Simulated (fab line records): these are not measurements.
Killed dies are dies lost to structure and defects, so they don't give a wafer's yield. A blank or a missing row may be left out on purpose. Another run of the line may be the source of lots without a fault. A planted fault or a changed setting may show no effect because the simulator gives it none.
8D (eight disciplines) problem report, filled in by code + flow n5_finfet + the parts of the form that need people (team, actions taken, sign-off) are left out

## 1. PROBLEM STATEMENT
At N5_BEOL_M12_ETCH_59, h2_flow_sccm averages 179.6 sccm over 3 wafers from 2 lots, while fault-free wafers read 199.9 sccm, standard deviation 0.63. That puts it -32 standard deviations away from the usual mean.
The step: etches BARC in N2/H2, target depth 89 nm, overetch 26.7 nm, time 67.9 s.
First seen on wafer L252.2, day 15 03:01, on rie_diel-04. The record has a number at this step for 33 wafers belonging to 11 lots. Rule for "out" (also "out of limits"): further than 4 standard deviations from the usual mean. The rest of the wafers with a number are treated as sound.

## 2. WHAT IT IS; WHAT IT IS NOT
| question                    | is                     | is not                                                                                                            |
|-----------------------------|------------------------|-------------------------------------------------------------------------------------------------------------------|
| which readings at this step | h2_flow_sccm           | chamber_pressure_mTorr, drypump_motor_current_A, n2_flow_sccm, oes_product_au, rf_vpp_V, showerhead_plenum_p_Torr |
| which lots                  | L252, L255             | L238, L239, L240, L243, L245, L251, L256, L257, L261                                                              |
| which wafers of those lots  | L252.2, L252.6, L255.1 | L252.1, L255.4, L255.6                                                                                            |
| read on which tools         | rie_diel-04            | rie_diel-01, rie_diel-03                                                                                          |
| when                        | from day 15 03:01      | up to then (19 sound wafers); but 11 sound wafers of L255, L256, L257, L261 came after                            |

## 3. THE SUSPECTS, EACH WITH WHAT RULES IT OUT
Counting: if a tool at a process step up to the reading ran every lot that is out, it stays a suspect. Sound lots after the first of them don't rule it out here, since some wafers of a struck lot are sound.
- pvd_sputter-01 at N5_BEOL_M11_DEGAS_44 (time 60 s): kept. It ran every lot that is out, first L252 (day 14 23:59); its last sound lot up to then is L251 (day 14 18:43).
- rie_diel-04 at N5_BEOL_M12_ETCH_59 (etches BARC in N2/H2, target depth 89 nm, overetch 26.7 nm, time 67.9 s): kept. It ran every lot that is out, first L252 (day 15 03:01); its last sound lot up to then is L239 (day 11 19:38). Its own h2_flow_sccm readings are out on those wafers.
- Within rie_diel-04 at N5_BEOL_M12_ETCH_59: the wafers that are out ran in chamber 0; their sound lot-mates ran in chambers 2, 3.
Remaining after the count are pvd_sputter-01 at N5_BEOL_M11_DEGAS_44 and rie_diel-04 at N5_BEOL_M12_ETCH_59.

## 4. THE CAUSE (what the simulator had put in)
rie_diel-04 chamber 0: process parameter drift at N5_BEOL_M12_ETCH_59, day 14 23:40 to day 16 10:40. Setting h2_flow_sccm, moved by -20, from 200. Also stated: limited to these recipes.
Of the 2 suspects that counting leaves, this tool is one.

## 5. SEQUENCE OF EFFECTS, ordered by route
One row per reading whose mean, taken over the struck wafers that have a number, lies over 3 standard deviations from the usual. Scope: only readings with a usual standard deviation given in the record; hours: median across lots of the time from each lot's start at the first step in this table that gives one to its start at this step; sigmas: change in usual standard deviations.
| hours | step                | reading      | usual      | on struck wafers | change | sigmas |
|-------|---------------------|--------------|------------|------------------|--------|--------|
| 0     | N5_BEOL_M12_ETCH_59 | h2_flow_sccm | 199.9 sccm | 179.6            | -20.3  | -32    |
The process steps in it:
- N5_BEOL_M12_ETCH_59: etches BARC in N2/H2, target depth 89 nm, overetch 26.7 nm, time 67.9 s.

## 6. WHAT WOULD HAVE CAUGHT IT SOONER
3 hours passed between the start of the fault at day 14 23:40 and the first reading out of limits in this record, taken at day 15 03:01.
